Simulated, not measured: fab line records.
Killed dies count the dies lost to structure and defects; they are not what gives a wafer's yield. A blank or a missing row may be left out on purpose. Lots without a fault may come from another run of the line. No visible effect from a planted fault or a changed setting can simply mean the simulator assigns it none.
Matching of chambers / flow nand-harc / rie-diel-11 running NHARC_A_BONDPAD_DESCUM_11: 4 sister chambers
The step chemistry O2, time 3 s. 8 wafers are shown with their chamber, then 9 later ones without.

== WAFERS WITH THEIR CHAMBER ==
wafer=L994.4; chamber=1; drypump-motor-current-A (A)=5.7; oes-product-au (a.u.)=1.000
wafer=L994.6; chamber=0; drypump-motor-current-A (A)=6.0; oes-product-au (a.u.)=1.012
wafer=L995.4; chamber=3; drypump-motor-current-A (A)=5.6; oes-product-au (a.u.)=1.000
wafer=L995.5; chamber=1; drypump-motor-current-A (A)=5.7; oes-product-au (a.u.)=0.994
wafer=L995.6; chamber=2; drypump-motor-current-A (A)=6.5; oes-product-au (a.u.)=0.997
wafer=L996.1; chamber=3; drypump-motor-current-A (A)=5.5; oes-product-au (a.u.)=1.009
wafer=L996.4; chamber=2; drypump-motor-current-A (A)=6.5; oes-product-au (a.u.)=1.009
wafer=L996.6; chamber=0; drypump-motor-current-A (A)=6.0; oes-product-au (a.u.)=0.998

== WAFERS WHOSE CHAMBER IS MISSING ==
wafer=L997.2; drypump-motor-current-A (A)=5.7; oes-product-au (a.u.)=0.980
wafer=L997.3; drypump-motor-current-A (A)=6.0; oes-product-au (a.u.)=0.986
wafer=L997.5; drypump-motor-current-A (A)=5.5; oes-product-au (a.u.)=0.991
wafer=L998.3; drypump-motor-current-A (A)=5.5; oes-product-au (a.u.)=1.001
wafer=L998.4; drypump-motor-current-A (A)=6.6; oes-product-au (a.u.)=1.004
wafer=L998.5; drypump-motor-current-A (A)=5.7; oes-product-au (a.u.)=0.994
wafer=L100.2; drypump-motor-current-A (A)=6.6; oes-product-au (a.u.)=0.995
wafer=L100.3; drypump-motor-current-A (A)=6.0; oes-product-au (a.u.)=1.010
wafer=L100.5; drypump-motor-current-A (A)=6.0; oes-product-au (a.u.)=1.004

== WHICH CHAMBER EACH WENT THROUGH ==
wafer=L997.2; from the rows above=1; in truth=1
wafer=L997.3; from the rows above=0; in truth=0
wafer=L997.5; from the rows above=3; in truth=3
wafer=L998.3; from the rows above=3; in truth=3
wafer=L998.4; from the rows above=2; in truth=2
wafer=L998.5; from the rows above=1; in truth=1
wafer=L100.2; from the rows above=2; in truth=2
wafer=L100.3; from the rows above=0; in truth=0
wafer=L100.5; from the rows above=0; in truth=0
Correct placement for 9 of the 9. Left unplaced by these rows: 0. Placed wrongly: 0.
How it was worked out, from the rows above alone: a wafer's distance from a chamber is the root of the sum, over the readings, of the square of ((its reading less the chamber's mean) divided by the reading's scatter). If the next closest chamber is less than 2 further off than the closest, the wafer can't be placed; otherwise it belongs to the closest. The mean given for a chamber averages the wafers shown for that chamber. The scatter is the square root of a quotient: the sum, over the shown wafers, of each reading's squared deviation from its chamber's mean, divided by wafers minus chambers.
